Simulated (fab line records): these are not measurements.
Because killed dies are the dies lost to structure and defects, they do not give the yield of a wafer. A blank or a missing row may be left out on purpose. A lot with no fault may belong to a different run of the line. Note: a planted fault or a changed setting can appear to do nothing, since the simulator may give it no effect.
Matching of chambers :: flow n5 finfet :: cmp-03 running N5_BEOL_M7_CMP_52: 4 sister chambers
The step polishes, stops on SiCOH lowk, t overpolish 6.9 s, target thk 80 nm. 8 wafers are shown with their chamber, then 8 later ones without.

## WAFERS WITH THEIR CHAMBER
wafer: L074.1
chamber: 1
time to endpoint s (s): 64
motor current A (A): 6.9

wafer: L075.4
chamber: 1
time to endpoint s (s): 65
motor current A (A): 7.2

wafer: L082.1
chamber: 2
time to endpoint s (s): 55
motor current A (A): 6.7

wafer: L082.3
chamber: 0
time to endpoint s (s): 57
motor current A (A): 5.7

wafer: L087.1
chamber: 0
time to endpoint s (s): 57
motor current A (A): 5.8

wafer: L087.2
chamber: 3
time to endpoint s (s): 66
motor current A (A): 6.6

wafer: L087.3
chamber: 2
time to endpoint s (s): 57
motor current A (A): 6.7

wafer: L091.1
chamber: 3
time to endpoint s (s): 64
motor current A (A): 7.1

## WAFERS MISSING THEIR CHAMBER
wafer: L091.2
time to endpoint s (s): 57
motor current A (A): 6.2

wafer: L091.6
time to endpoint s (s): 55
motor current A (A): 6.1

wafer: L093.1
time to endpoint s (s): 53
motor current A (A): 6.9

wafer: L093.2
time to endpoint s (s): 54
motor current A (A): 5.6

wafer: L093.3
time to endpoint s (s): 60
motor current A (A): 7.4

wafer: L097.1
time to endpoint s (s): 67
motor current A (A): 7.0

wafer: L097.3
time to endpoint s (s): 54
motor current A (A): 6.7

wafer: L097.6
time to endpoint s (s): 55
motor current A (A): 6.2

## WHICH CHAMBER EACH WENT THROUGH
wafer: L091.2
from the rows above: can't be placed: 0 or 2
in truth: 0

wafer: L091.6
from the rows above: can't be placed: 0 or 2
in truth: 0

wafer: L093.1
from the rows above: 2
in truth: 2

wafer: L093.2
from the rows above: 0
in truth: 0

wafer: L093.3
from the rows above: can't be placed: 1 or 2 or 3
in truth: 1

wafer: L097.1
from the rows above: can't be placed: 3 or 1
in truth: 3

wafer: L097.3
from the rows above: 2
in truth: 2

wafer: L097.6
from the rows above: can't be placed: 2 or 0
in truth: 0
Placed correctly: 3 of 8. Can't be placed from these rows: 5 (the true chamber is among the candidates in 5). Placed wrongly: 0.
How it was worked out, from the rows above alone: a wafer's distance from a chamber is the root of the sum, over the readings, of the square of ((its reading less the chamber's mean) divided by the reading's scatter). The wafer belongs to the nearest chamber; if the next one is less than 2 further off, it can't be placed. Each chamber's mean is taken over the wafers shown for it. How the scatter is found: for the shown wafers, subtract from each reading the mean of its chamber, square and add these, divide the total by (wafers less chambers), then take the root.
